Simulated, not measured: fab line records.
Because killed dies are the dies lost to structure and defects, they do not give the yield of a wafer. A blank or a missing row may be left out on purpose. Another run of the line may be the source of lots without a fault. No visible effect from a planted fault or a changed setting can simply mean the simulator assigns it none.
Matching of chambers || flow n5 finfet || N5_BEOL_M5_ETCH_68 on rie diel-03: 4 sister chambers
The step etches SOC in N2/H2, target depth 80 nm, overetch 16 nm, time 120 s. 4 wafers are shown with their chamber, then 8 later ones without.

## EACH WAFER AND ITS CHAMBER
{"wafer": "L085.6", "chamber": 0, "showerhead plenum p Torr (Torr)": 2.64}
{"wafer": "L091.3", "chamber": 2, "showerhead plenum p Torr (Torr)": 2.61}
{"wafer": "L091.4", "chamber": 1, "showerhead plenum p Torr (Torr)": 2.40}
{"wafer": "L093.1", "chamber": 3, "showerhead plenum p Torr (Torr)": 2.46}

## WAFERS WHOSE CHAMBER IS MISSING
{"wafer": "L093.4", "showerhead plenum p Torr (Torr)": 2.61}
{"wafer": "L093.6", "showerhead plenum p Torr (Torr)": 2.63}
{"wafer": "L090.2", "showerhead plenum p Torr (Torr)": 2.61}
{"wafer": "L090.3", "showerhead plenum p Torr (Torr)": 2.63}
{"wafer": "L090.5", "showerhead plenum p Torr (Torr)": 2.46}
{"wafer": "L096.2", "showerhead plenum p Torr (Torr)": 2.46}
{"wafer": "L096.3", "showerhead plenum p Torr (Torr)": 2.63}
{"wafer": "L096.5", "showerhead plenum p Torr (Torr)": 2.63}

## CHAMBER TAKEN BY EACH
{"wafer": "L093.4", "from the rows above": 2, "in truth": 2}
{"wafer": "L093.6", "from the rows above": "can't be placed: 0 or 2", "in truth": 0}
{"wafer": "L090.2", "from the rows above": 2, "in truth": 2}
{"wafer": "L090.3", "from the rows above": "can't be placed: 0 or 2", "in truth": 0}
{"wafer": "L090.5", "from the rows above": 3, "in truth": 3}
{"wafer": "L096.2", "from the rows above": 3, "in truth": 3}
{"wafer": "L096.3", "from the rows above": "can't be placed: 0 or 2", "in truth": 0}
{"wafer": "L096.5", "from the rows above": "can't be placed: 0 or 2", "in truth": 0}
Correctly placed: 4 of 8. Cannot be placed on the basis of these rows: 4; the candidates contain the true chamber in 4. Placed wrongly: 0.
How it was worked out, from the rows above alone: a wafer's distance from a chamber is the root of the sum, over the readings, of the square of ((its reading less the chamber's mean) divided by the reading's scatter). The wafer belongs to the nearest chamber; if the next one is less than 2 further off, it can't be placed. Each chamber's mean is taken over the wafers shown for it. The scatter: root of mean squared gap, hidden wafer to nearest shown wafer, with one shown wafer a chamber.
